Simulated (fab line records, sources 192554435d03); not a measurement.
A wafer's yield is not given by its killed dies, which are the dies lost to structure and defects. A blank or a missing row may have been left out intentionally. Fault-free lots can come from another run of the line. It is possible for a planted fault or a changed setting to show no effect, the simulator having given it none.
Struck lot and sound lot, side by side | flow n5 finfet | 14 out of 1938 route steps
Sound: these wafers, L226.1, L226.3, L226.6. The struck wafers were L244.2, L244.3, L244.6. Last of all comes the cause.
For every step that has rows: the tool of each side, followed by ch and its chambers, followed by its first start. Under that, the readings that differ: sound wafers | struck wafers | difference of the means | sigmas: that difference in standard deviations of wafers without a fault.
alike: a reading whose means differ by less than 2 such deviations, as well as words and numbers matching on both sides. not compared: withheld readings; readings where some wafer has no value; bounds like >300 that might hide an equal value; numbers whose values overlap and for which the record gives no deviation.
A row with sigmas, a row that says differs or no value, or rows on one side alone: a step with any of these is where the two part. Non-overlapping numbers with no deviation appear without sigmas and do not part them. A reading missing from all wafers of one side parts the sides only when that side holds two or more wafers.

N5_BEOL_M0_SAQP_ETCH_73: etches SiARC in CF4, target depth 19.5 nm, time 32.5 s.
  sound on rie diel-01 ch 0,1, day 5 22:07; struck on rie diel-02 ch 0,3, day 10 11:04
  reading                | sound             | struck            | difference | sigmas
  throttle valve pct (%) | 15.51 16.13 16.14 | 15.59 15.34 15.33 | -0.51      | -3
  alike: bias w, drypump motor current A, etch rf on time s, oes product au, rf vpp V, showerhead plenum p Torr
  not compared: rf hours counter h
N5_BEOL_M0_SAQP_CUT_ETCH_46: etches SOC in N2/H2, target depth 135 nm, overetch 27 nm, time 202.5 s.
  sound on rie diel-01 ch 0,1, day 5 22:08; struck on rie diel-02 ch 0,3, day 10 11:06
  reading                | sound             | struck            | difference | sigmas
  throttle valve pct (%) | 17.63 18.49 18.50 | 17.55 17.72 17.72 | -0.54      | -2
  alike: bias w, drypump motor current A, rf vpp V, showerhead plenum p Torr, temp c
  not compared: rf hours counter h
then, 2 steps without rows for these wafers: N5_BEOL_M0_SAQP_STRIP_74 (strips in N2/H2); N5_BEOL_M0_SAQP_STRIP_89 (strips in N2/H2).
N5_BEOL_M0_SAQP_ALD_48: deposits SiO2, target thk 20 nm, pulse time 1 s, co reactant pulse time 1 s.
  sound on ald sin-01 ch 0,1,3, day 5 22:20; struck on ald sin-03 ch 0,3, day 10 11:18
  alike: heater power w, precursor pulse height rel
N5_BEOL_M0_SAQP_ETCH_49: etches SiO2 in CF4/O2, target depth 37 nm.
  sound on rie diel-01 ch 0,2,3, day 5 22:52; struck on rie diel-06 ch 0,2,3, day 10 11:54
  alike: bias w, drypump motor current A, oes product au, rf vpp V, showerhead plenum p Torr, throttle valve pct
  not compared: rf hours counter h
N5_BEOL_M0_SAQP_STRIP_75: strips in CF4.
  sound on rie diel-01 ch 0,2,3, day 5 22:58; struck on rie diel-06 ch 0,2,3, day 10 12:00
  alike: drypump motor current A, oes product au, rf vpp V, showerhead plenum p Torr, throttle valve pct
  not compared: rf hours counter h
then, 5 steps without rows for these wafers: N5_BEOL_M0_CUTY_COAT_50 (time 60 s, resist thk 15 nm); N5_BEOL_M0_CUTY_COAT_51 (resist thk 150 nm); N5_BEOL_M0_CUTY_EBR_52; N5_BEOL_M0_CUTY_SOFTBAKE_53 (time 60 s); N5_BEOL_M0_CUTY_EXPOSE_54 (exposes mask M0 ABLK).
N5_BEOL_M0_CUTY_PEB_55: peb time 60 s.
  struck on litho track-05, day 10 12:19; sound on litho track-04 ch 0, day 5 23:17
  no value came back on the struck wafers for chill plate temp C (C), exhaust pa (Pa); on the sound wafers chill plate temp C (C) reads 22.85 22.86 22.76
then, 1 step without rows for these wafers: N5_BEOL_M0_CUTY_DEVELOP_56 (develop time 30 s).

## WHERE THEY PART
First at N5_BEOL_M0_SAQP_ETCH_73; last, within this record, at N5_BEOL_M0_CUTY_PEB_55.

WHY: what had been put in by the simulator
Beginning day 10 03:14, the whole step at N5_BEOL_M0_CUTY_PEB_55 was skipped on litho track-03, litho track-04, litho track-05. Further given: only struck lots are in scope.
